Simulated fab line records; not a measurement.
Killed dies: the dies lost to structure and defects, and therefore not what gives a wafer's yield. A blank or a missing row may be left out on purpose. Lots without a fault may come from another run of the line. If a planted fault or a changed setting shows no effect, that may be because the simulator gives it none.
fab line records	flow n5_finfet
record lots=9	wafers=26	last_day=19
route steps=1938 shown BEOL_M3@988 BEOL_M4@1111 PASSIVATION@1936
lots with no fault: from the same line, run without faults
start_h: start of the lot's first displayed wafer, in hours after the record's first day	wait_h: hours since the lot's step before	" identical to the entry in the row above	L1.1+2: several wafers, shown together as one row	- either no value or no given start	* or withheld: withheld	< > ~ a bound
route shown NAME@n: NAME is a module with steps in the file, n the number in the route of the first one	usual: mean/standard deviation of fault-free wafers	same: alike in all rows	chamber/n: place in a boat	sites: each site's reading	_std_site: their standard deviation	_edge_site: the outer-site mean with the inner-site mean subtracted	radius_mm: for every site, how far away it sits from the centre of the wafer	mask NAME#n: copy n	behind: tool/chamber where the wafer was last shaped	hold: cause of the lot's hold/its duration in hours/its outcome	device: names the non-switching transistor (n, p or np)	end of line: tests run on the same wafers once the route is complete	step lacking rows: just its recipe	killed: not the wafer's yield, but the dies lost to structure and defects at the first sort	map: a wafer's dies, marking killed ones x, the rest . and places with no die _
set.NAME: setting as actually run; set.NAME@STEP: the setting as run at that earlier step	model.NAME: the simulator's own value behind a step, which no gauge read
steps of the route over a sample of lots; a table a step, a row a wafer
services: the hour from which a tool's chamber was out of use, counted from the record's first day as start_h (under 0 if before that day), plus the number of hours and why
## steps
# step N5_BEOL_M3_CD_MEAS_35
# recipe target_cd_nm=18	target_cd_y_nm=21	polarity=opening
# usual cd_nm=17.9/0.33
lot.wafer	tool	chamber	start_h	wait_h	cd_nm
L759.1	cd_sem-03	-	210.64	0.0	18.0
L759.4	"	-	"	"	17.5
L759.5	"	-	"	"	18.4
L758.1	cd_sem-03	-	218.87	0.0	17.7
L758.2	"	-	"	"	18.0
L758.4	"	-	"	"	18.5
L760.4	cd_sem-03	-	226.08	0.0	17.7
L760.5	"	-	"	"	17.6
L760.6	"	-	"	"	17.4
L761.1	cd_sem-02	-	227.48	0.0	18.3
L761.2	"	-	"	"	18.7
L761.6	"	-	"	"	18.0
L767.2	cd_sem-01	-	250.65	0.0	17.9
L767.5	"	-	"	"	17.7
L764.1	cd_sem-03	-	255.36	0.0	18.8
L764.3	"	-	"	"	18.0
L764.5	"	-	"	"	17.5
L765.2	cd_sem-01	-	258.63	0.0	18.0
L765.4	"	-	"	"	18.3
L765.5	"	-	"	"	17.7
L768.1	cd_sem-02	-	278.69	0.0	17.9
L768.2	"	-	"	"	17.8
L768.3	"	-	"	"	17.9
L773.2	cd_sem-01	-	314.50	0.0	18.4
L773.4	"	-	"	"	18.1
L773.6	"	-	"	"	18.5
# step N5_BEOL_M3_PRE_CLEAN_45
# recipe gas=H2/He	time_s=30	temp_c=250
# usual heater_power_w=341/21
lot.wafer	tool	chamber	start_h	wait_h	heater_power_w
L759.1	pvd_sputter-01	-	211.28	0.0	339
L759.4	"	-	"	"	333
L759.5	"	-	"	"	340
L758.1	pvd_sputter-03	-	219.38	0.0	345
L758.2	"	-	"	"	330
L758.4	"	-	"	"	342
L760.4	pvd_sputter-01	-	227.25	0.0	333
L760.5	"	-	"	"	346
L760.6	"	-	"	"	311
L761.1	pvd_sputter-01	-	227.81	0.0	350
L761.2	"	-	"	"	335
L761.6	"	-	"	"	364
L767.2	pvd_sputter-01	-	251.33	0.0	344
L767.5	"	-	"	"	354
L764.1	pvd_sputter-02	-	256.07	0.0	321
L764.3	"	-	"	"	347
L764.5	"	-	"	"	407
L765.2	pvd_sputter-01	-	258.84	0.0	313
L765.4	"	-	"	"	334
L765.5	"	-	"	"	357
L768.1	pvd_sputter-01	-	278.92	0.0	340
L768.2	"	-	"	"	345
L768.3	"	-	"	"	320
L773.2	pvd_sputter-03	-	314.98	0.0	343
L773.4	"	-	"	"	355
L773.6	"	-	"	"	326
# step N5_BEOL_M3_ALD_84
# recipe material=TaN	target_thk_a=*	temp_c=275	ald_precursor_family=PDMAT	ald_co_reactant=NH3	pressure_torr=3	carrier_flow_sccm=1500	pulse_time_s=2	purge_time_s=3	co_reactant_purge_time_s=2	co_reactant_pulse_time_s=3	ald_cycles=30	precursor_vessel_temp_c=75	precursor_vessel_pressure_torr=26.25	precursor_vessel_carrier_sccm=1000
# usual ald_cycles=30/0	heater_power_w=410/40
lot.wafer	tool	chamber	start_h	wait_h	ald_cycles	heater_power_w
L759.1	ald_metal-01	3	211.36	0.1	30	388
L759.4	"	0	"	"	30	479
L759.5	"	3	"	"	30	376
L758.1	ald_metal-01	1	219.44	0.0	30	387
L758.2	"	2	"	"	30	396
L758.4	"	3	"	"	30	379
L760.4	ald_metal-01	1	227.31	0.0	30	377
L760.5	"	0	"	"	30	485
L760.6	"	3	"	"	30	378
L761.1	ald_metal-01	3	227.90	0.1	30	377
L761.2	"	2	"	"	30	389
L761.6	"	3	"	"	30	384
L767.2	ald_metal-01	1	251.45	0.1	14	383
L767.5	"	3	"	"	14	375
L764.1	ald_metal-01	1	256.13	0.0	30	385
L764.3	"	0	"	"	30	466
L764.5	"	0	"	"	14	482
L765.2	ald_metal-04	3	259.05	0.2	30	357
L765.4	"	2	"	"	30	433
L765.5	"	1	"	"	30	379
L768.1	ald_metal-01	2	278.99	0.0	30	411
L768.2	"	1	"	"	14	398
L768.3	"	0	"	"	30	476
L773.2	ald_metal-04	2	315.04	0.0	30	437
L773.4	"	1	"	"	30	378
L773.6	"	2	"	"	30	428
# step N5_BEOL_M3_SPUTTER_81
# recipe material=Cu	target_thk_a=45	temp_c=-20	chamber_pressure_pa=0.07	power_w=withheld	time_s=8.29
# usual chamber_pressure_pa=0.07/0.00015	throttle_valve_pct=29.3/1.1
lot.wafer	tool	chamber	start_h	wait_h	chamber_pressure_pa	throttle_valve_pct
L759.1	pvd_sputter-01	-	212.64	0.1	0.06998	29.9
L759.4	"	-	"	"	0.07016	28.9
L759.5	"	-	"	"	0.06996	30.3
L758.1	pvd_sputter-01	-	220.71	0.1	0.06991	28.2
L758.2	"	-	"	"	0.06978	30.3
L758.4	"	-	"	"	0.07008	29.8
L760.4	pvd_sputter-03	-	228.26	0.1	0.06971	29.8
L760.5	"	-	"	"	0.07004	30.1
L760.6	"	-	"	"	0.06993	30.0
L761.1	pvd_sputter-02	-	230.14	0.1	0.07009	30.6
L761.2	"	-	"	"	0.06995	26.9
L761.6	"	-	"	"	0.06988	30.6
L767.2	pvd_sputter-02	-	252.73	0.1	0.07011	28.4
L767.5	"	-	"	"	0.07036	26.6
L764.1	pvd_sputter-01	-	257.30	0.1	0.06984	30.3
L764.3	"	-	"	"	0.0699	28.2
L764.5	"	-	"	"	0.06977	29.2
L765.2	pvd_sputter-03	-	260.03	0.1	0.07023	29.5
L765.4	"	-	"	"	0.06992	30.1
L765.5	"	-	"	"	0.06984	30.0
L768.1	pvd_sputter-01	-	279.91	0.1	0.07025	28.4
L768.2	"	-	"	"	0.07012	30.3
L768.3	"	-	"	"	0.06989	29.0
L773.2	pvd_sputter-02	-	316.11	0.1	0.06984	28.3
L773.4	"	-	"	"	0.06984	30.5
L773.6	"	-	"	"	0.0699	30.7
# step N5_BEOL_M4_RC_MEAS_101
# usual COMB_M3=5.6e-11/1.2e-11	COMB_M3_max_site=8e-11/1.8e-11	DIBL_N=36.8/1.9	DIBL_P=36.5/2.1	IOFF_N=0.17/0.038	IOFF_P=0.22/0.039	ION_N=675/12	ION_P=463/7.4	SERP_M3=195/13	SERP_M3_max_site=206/15	SS_N=71.6/0.71	SS_P=73.4/0.72	VT_N=249/3.3	VT_P=-250/3.3
lot.wafer	tool	chamber	start_h	wait_h	COMB_M3[S/m]	COMB_M3_max_site[S/m]	DIBL_N[mV/V]	DIBL_P[mV/V]	IOFF_N[nA/um]	IOFF_P[nA/um]	ION_N[uA/um]	ION_P[uA/um]	SERP_M3[ohm/um]	SERP_M3_max_site[ohm/um]	SS_N[mV/dec]	SS_P[mV/dec]	VT_N[mV]	VT_P[mV]
L759.1	prober-01	0	230.79	0.0	5.8e-11	1.12e-10	36.0	36.5	0.19	0.24	684	467	188	192	72.3	73.6	247	-248
L759.4	"	0	"	"	6.9e-11	1.02e-10	35.7	35.2	0.16	0.21	659	457	203	213	72.1	73.2	252	-250
L759.5	"	0	"	"	4.6e-11	6.6e-11	35.4	34.8	0.15	0.20	659	457	182	190	71.8	72.9	250	-248
L758.1	prober-02	0	235.10	0.0	5.9e-11	9.2e-11	39.0	39.6	0.23	0.31	690	478	202	212	72.3	73.2	242	-245
L758.2	"	0	"	"	5e-11	6e-11	38.3	36.4	0.20	0.22	682	459	201	207	71.7	72.7	248	-250
L758.4	"	0	"	"	6.4e-11	7.2e-11	37.9	38.0	0.19	0.25	688	473	180	191	71.8	73.6	246	-247
L760.4	prober-01	0	242.92	0.6	3.9e-11	6.3e-11	35.7	34.8	0.14	0.19	659	456	214	223	70.9	72.4	254	-251
L760.5	"	0	"	"	4.4e-11	7.4e-11	35.9	34.8	0.14	0.19	673	462	193	201	70.7	73.1	251	-251
L760.6	"	0	"	"	3.9e-11	6.4e-11	39.1	37.4	0.20	0.22	669	454	213	218	72.3	73.4	249	-250
L761.1	prober-01	0	245.67	0.0	4.9e-11	6.7e-11	37.2	36.3	0.16	0.21	664	460	206	219	71.0	73.0	251	-248
L761.2	"	0	"	"	4.5e-11	5.8e-11	37.3	36.5	0.17	0.23	686	469	177	184	71.1	73.7	248	-248
L761.6	"	0	"	"	5.2e-11	7e-11	34.9	34.8	0.13	0.19	672	464	178	186	70.8	72.8	252	-250
L764.1	prober-01	0	287.35	0.0	7.7e-11	9.8e-11	39.0	37.3	0.23	0.27	668	461	194	205	73.2	73.8	247	-244
L764.3	"	0	"	"	6.6e-11	9.3e-11	34.7	34.8	0.14	0.23	682	480	193	195	70.9	73.4	251	-248
L764.5	"	0	"	"	1.079e-09	1.457e-09	41.0	40.3	0.31	0.33	682	470	153	156	72.9	75.1	242	-243
L765.2	prober-01	0	291.80	0.2	6.1e-11	7.2e-11	36.7	37.7	0.18	0.24	675	467	199	213	72.2	73.5	247	-246
L765.4	"	0	"	"	4.7e-11	6.5e-11	36.0	37.0	0.17	0.23	665	461	180	189	72.5	73.2	248	-248
L765.5	"	0	"	"	3.9e-11	5e-11	33.4	34.2	0.13	0.19	660	458	200	207	71.2	72.3	250	-249
L767.2	prober-02	0	292.74	0.2	8.19e-10	1.25e-09	36.2	35.5	0.13	0.18	676	461	145	148	71.8	73.3	253	-256
L767.5	"	0	"	"	5.36e-10	9.11e-10	34.2	32.5	0.11	0.14	673	456	134	140	71.4	72.3	254	-257
L768.1	prober-01	0	313.53	0.0	5.4e-11	6.8e-11	41.5	43.1	0.26	0.28	693	473	206	218	73.3	75.2	244	-251
L768.2	"	0	"	"	7.02e-10	8.13e-10	37.3	37.8	0.15	0.19	673	458	154	162	71.5	74.0	253	-255
L768.3	"	0	"	"	3.4e-11	4e-11	36.6	36.4	0.14	0.17	672	455	197	212	71.4	73.0	254	-256
L773.2	prober-01	0	333.07	0.2	6.7e-11	7.7e-11	36.3	35.6	0.14	0.21	661	463	167	176	71.8	72.3	252	-248
L773.4	"	0	"	"	5.8e-11	8.8e-11	36.0	34.3	0.12	0.19	661	462	198	206	70.5	72.2	254	-251
L773.6	"	0	"	"	4.6e-11	7.4e-11	35.1	33.1	0.12	0.18	654	457	165	178	70.5	72.3	254	-250
# sites COMB_M3 radius_mm=0,75,75,75,75,140,140,140,140
L759.1 5.8e-11 5.6e-11 1.12e-10 4.8e-11 7.5e-11 8.6e-11 4.2e-11 5.5e-11 6.5e-11
L758.1 4.2e-11 6.7e-11 4.9e-11 6e-11 5.9e-11 4.8e-11 5.6e-11 9.2e-11 5.9e-11
L760.4 3.4e-11 5e-11 3.5e-11 4.3e-11 6.3e-11 3.6e-11 4.8e-11 2.5e-11 3.9e-11
L761.1 6.1e-11 3.9e-11 3.7e-11 4.9e-11 4.1e-11 6e-11 6.7e-11 6e-11 4.8e-11
L764.1 7.7e-11 5.9e-11 7.8e-11 7.6e-11 7.8e-11 9.8e-11 6.6e-11 5.1e-11 8.2e-11
L765.2 6.7e-11 6.1e-11 4.3e-11 3.7e-11 7.2e-11 6.9e-11 5.8e-11 5.9e-11 7e-11
L767.2 6.74e-10 1.124e-09 6.13e-10 8.08e-10 8.21e-10 1.25e-09 8.19e-10 8.19e-10 9.38e-10
L768.1 5.7e-11 4.8e-11 4.6e-11 4.5e-11 3.3e-11 6e-11 5.4e-11 6.8e-11 6.1e-11
L773.2 7.1e-11 3.9e-11 5.5e-11 7.5e-11 6.5e-11 6.7e-11 7.6e-11 7.7e-11 6.2e-11
# sites SERP_M3 radius_mm=0,75,75,75,75,140,140,140,140
L759.1 175 190 187 192 189 188 187 182 192
L758.1 204 205 212 202 205 195 189 184 188
L760.4 206 216 211 208 223 211 214 215 215
L761.1 219 218 203 219 202 212 190 201 206
L764.1 191 192 202 194 194 201 190 205 190
L765.2 184 199 197 192 195 208 207 213 206
L767.2 141 145 144 148 145 148 133 144 148
L768.1 209 206 205 218 210 206 194 197 196
L773.2 168 167 171 176 174 162 158 162 155
# step N5_PASSIVATION_PROBE_49
# usual defect_limited_yield=91.3/1.4	killed_at_M0_to_M3=33/11	killed_at_M4_up=15/6.2	killed_at_contacts=13/6.5	killed_at_front_end=38/11	killed_at_other=3.4/2.6	killed_dies=102/17	killed_on_rim=13/4.1	killed_open=67/12	killed_short=34/7.9	sort_bin_4_leakage=0.00/0.022	sort_bin_5_function=5.1/0.88	sort_bin_6_memory=3.3/0.65	sort_n_pass=1078/17	sort_yield_pct=91.3/1.4
# same gross_dies=1180	killed_at_back_side=0	sort_bin_8_speed[%]=0
lot.wafer	tool	chamber	start_h	wait_h	defect_limited_yield[%]	killed_at_M0_to_M3	killed_at_M4_up	killed_at_contacts	killed_at_front_end	killed_at_other	killed_dies	killed_on_rim	killed_open	killed_short	sort_bin_4_leakage[%]	sort_bin_5_function[%]	sort_bin_6_memory[%]	sort_n_pass	sort_yield_pct[%]
L758.1	prober-02	-	340.37	0.0	89.4	34	26	12	44	9	125	17	85	40	0	6.4	4.0	1055	89.4
L758.2	prober-02	-	340.42	0.1	90.3	39	18	14	39	5	115	17	82	30	0	5.5	4.0	1065	90.3
L758.4	prober-02	-	340.52	0.2	90.1	37	8	14	49	9	117	12	63	51	0	5.9	3.1	1063	90.1
L759.1	prober-02	-	340.67	0.3	89.9	36	11	11	60	1	119	18	70	45	0	6.2	3.4	1061	89.9
L759.4	prober-02	-	340.82	0.5	89.7	43	5	8	57	9	122	10	68	47	0	5.0	4.7	1058	89.7
L759.5	prober-02	-	340.87	0.5	91.0	28	13	8	55	2	106	14	70	31	0	4.7	3.6	1074	91.0
L764.1	prober-01	-	391.87	0.0	93.2	25	13	8	33	1	80	7	57	23	0	3.6	3.0	1100	93.2
L764.3	prober-01	-	391.97	0.1	92.1	34	12	9	37	1	93	10	66	27	0	4.6	3.0	1087	92.1
L764.5	prober-01	-	392.07	0.2	57.5	444	14	7	31	5	501	68	64	25	35.00	3.6	3.7	678	57.5
L767.2	prober-02	-	392.57	0.1	57.5	426	21	9	42	4	502	73	73	26	33.81	4.7	3.6	678	57.5
L767.5	prober-02	-	392.72	0.2	60.5	381	21	23	41	0	466	62	81	27	30.34	5.2	3.8	714	60.5
L765.2	prober-01	-	394.05	0.1	90.1	20	28	20	45	4	117	18	86	30	0	6.0	3.6	1063	90.1
L768.1	prober-02	-	420.13	0.0	89.8	40	22	7	50	1	120	22	75	41	0.08	6.4	3.1	1059	89.7
L768.2	prober-02	-	420.18	0.1	56.5	433	21	9	46	4	513	61	66	46	33.81	6.1	3.1	667	56.5
L768.3	prober-02	-	420.23	0.1	90.8	38	27	14	29	0	108	14	68	37	0	5.4	3.4	1072	90.8
# killed by level:class
L758.1 BEOL_M4:geometric_particle:open=15 STI_FIN_REVEAL:geometric_particle:open=11 MOL_CONTACT_COAG:geometric_particle:open=10 FIN_SAQP:geometric_particle:open=9 GATE_CUT:geometric_particle:short=7 BEOL_M0_SAQP:geometric_particle:open=6 BEOL_M0_SAQP:geometric_particle:short=6 BEOL_M0:geometric_particle:open=6
L758.2 MOL_CONTACT_COAG:geometric_particle:open=12 BEOL_M2:geometric_particle:open=12 FIN_SAQP:geometric_particle:open=11 BEOL_M3:geometric_particle:open=11 FIN_SAQP:geometric_particle:short=10 BEOL_M4:geometric_particle:open=8 BEOL_M0_SAQP:geometric_particle:short=6 BEOL_M0_SAQP:geometric_particle:open=6
L758.4 FIN_SAQP:geometric_particle:short=17 FIN_SAQP:geometric_particle:open=13 BEOL_M0_SAQP:geometric_particle:short=9 MOL_CONTACT_COAG:geometric_particle:open=8 BEOL_M3:geometric_particle:open=8 MOL_CONTACT_COAG:geometric_particle:short=6 BEOL_M0_SAQP:geometric_particle:open=6 BEOL_M5:geometric_particle:open=6
L759.1 FIN_SAQP:geometric_particle:short=18 FIN_SAQP:geometric_particle:open=13 STI_FIN_REVEAL:geometric_particle:open=11 BEOL_M0_SAQP:geometric_particle:open=10 BEOL_M0_SAQP:geometric_particle:short=8 MOL_CONTACT_COAG:geometric_particle:open=7 BEOL_M2:geometric_particle:open=5 GATE_CUT:geometric_particle:short=4
L759.4 FIN_SAQP:geometric_particle:short=19 FIN_SAQP:geometric_particle:open=12 BEOL_M1:geometric_particle:open=12 BEOL_M0_SAQP:geometric_particle:short=10 STI_FIN_REVEAL:geometric_particle:open=8 BEOL_M3:geometric_particle:open=8 MOL_CONTACT_COAG:geometric_particle:open=7 BEOL_M0_SAQP:geometric_particle:open=6
L759.5 FIN_SAQP:geometric_particle:open=16 STI_FIN_REVEAL:geometric_particle:open=10 FIN_SAQP:geometric_particle:short=9 BEOL_M1:geometric_particle:open=9 MOL_CONTACT_COAG:geometric_particle:open=6 BEOL_M0_SAQP:geometric_particle:open=6 BEOL_M5:geometric_particle:open=6 DUMMY_GATE:geometric_particle:open=4
L764.1 STI_FIN_REVEAL:geometric_particle:open=10 FIN_SAQP:geometric_particle:open=7 MOL_CONTACT_COAG:geometric_particle:open=7 BEOL_M1:geometric_particle:open=5 BEOL_M2:geometric_particle:open=5 BEOL_M0_SAQP:geometric_particle:short=4 BEOL_M3:geometric_particle:open=4 ILD0:geometric_particle:short=3
L764.3 STI_FIN_REVEAL:geometric_particle:open=11 BEOL_M1:geometric_particle:open=11 MOL_CONTACT_COAG:geometric_particle:open=8 BEOL_M2:geometric_particle:open=8 BEOL_M2:geometric_particle:short=6 FIN_SAQP:geometric_particle:short=5 DUMMY_GATE:geometric_particle:open=5 BEOL_M1:geometric_particle:short=5
L764.5 M3:area_ald=412 BEOL_M0_SAQP:geometric_particle:open=8 BEOL_M1:geometric_particle:open=8 STARTING-WAFER:geometric_particle:open=7 MOL_CONTACT_COAG:geometric_particle:open=5 STI_FIN_REVEAL:geometric_particle:open=4 GATE_CUT:geometric_particle:short=4 BEOL_M1:geometric_particle:short=4
L767.2 M3:area_ald=399 BEOL_M2:geometric_particle:open=11 BEOL_M4:geometric_particle:open=11 STI_FIN_REVEAL:geometric_particle:open=8 BEOL_M0_SAQP:geometric_particle:open=7 GATE_CUT:geometric_particle:short=7 FIN_SAQP:geometric_particle:open=6 MOL_CONTACT_COAG:geometric_particle:open=6
L767.5 M3:area_ald=358 MOL_CONTACT_COAG:geometric_particle:open=19 BEOL_M4:geometric_particle:open=16 FIN_SAQP:geometric_particle:open=11 GATE_CUT:geometric_particle:short=9 BEOL_M2:geometric_particle:open=9 STI_FIN_REVEAL:geometric_particle:open=7 STARTING-WAFER:geometric_particle:open=6
L765.2 MOL_CONTACT_COAG:geometric_particle:open=20 STI_FIN_REVEAL:geometric_particle:open=18 FIN_SAQP:geometric_particle:short=13 BEOL_M2:geometric_particle:open=11 BEOL_M5:geometric_particle:open=7 BEOL_M4:geometric_particle:open=6 BEOL_M5:geometric_particle:short=5 FIN_SAQP:geometric_particle:open=3
L768.1 BEOL_M4:geometric_particle:open=15 GATE_CUT:geometric_particle:short=13 FIN_SAQP:geometric_particle:short=11 BEOL_M0_SAQP:geometric_particle:open=11 BEOL_M2:geometric_particle:open=9 DUMMY_GATE:geometric_particle:open=8 BEOL_M3:geometric_particle:open=7 FIN_SAQP:geometric_particle:open=6
L768.2 M3:area_ald=399 FIN_SAQP:geometric_particle:short=17 BEOL_M4:geometric_particle:open=11 BEOL_M3:geometric_particle:open=8 FIN_SAQP:geometric_particle:open=7 BEOL_M0_SAQP:geometric_particle:short=7 MOL_CONTACT_COAG:geometric_particle:open=7 GATE_CUT:geometric_particle:short=6
L768.3 MOL_CONTACT_COAG:geometric_particle:open=12 BEOL_M0_SAQP:geometric_particle:short=11 BEOL_M2:geometric_particle:open=9 BEOL_M0_SAQP:geometric_particle:open=6 FIN_SAQP:geometric_particle:open=5 FIN_SAQP:geometric_particle:short=5 DUMMY_GATE:geometric_particle:open=5 BEOL_M4:geometric_particle:open=5
## services
tool	chamber	start_h	hours	kind
ald_metal-01	-	220.67	1.1	repair
ald_metal-04	3	232.94	-	calibration
## key
first_sign step=N5_BEOL_M3_ALD_84	reading=ald_cycles	direction=down	sigmas=99+	usual=*	struck=*
effect step=N5_BEOL_M4_RC_MEAS_101	reading=COMB_M3	direction=up	sigmas=63	usual=5.6e-11	struck=7.84e-10
effect step=N5_BEOL_M4_RC_MEAS_101	reading=COMB_M3_max_site	direction=up	sigmas=58	usual=8e-11	struck=1.108e-09
effect step=N5_BEOL_M4_RC_MEAS_101	reading=SERP_M3	direction=down	sigmas=3.7	usual=195	struck=146
effect step=N5_BEOL_M4_RC_MEAS_101	reading=SERP_M3_max_site	direction=down	sigmas=3.6	usual=206	struck=152
effect step=N5_PASSIVATION_PROBE_49	reading=sort_bin_4_leakage	direction=up	sigmas=99+	usual=0.00	struck=33.24
more_kills_born_at N5_BEOL_M3_ALD_84@ald_metal-01=1568
met_at N5_BEOL_M3_ALD_84
struck_lots L764,L767,L768
struck_wafers L764.5,L767.2,L767.5,L768.2
not_acting_at N5_BEOL_M3_CD_MEAS_35,N5_BEOL_M3_PRE_CLEAN_45,N5_BEOL_M3_SPUTTER_81
onset_between 227.90 251.45
fault kind=process_parameter_drift	tool=ald_metal-01	chamber=-	onset_h=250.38	steps=N5_BEOL_M3_ALD_84	channel=ald_cycles	offset=*	shape=step	end_h=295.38	scope=struck_wafers_only	acts_in=*	stated=*
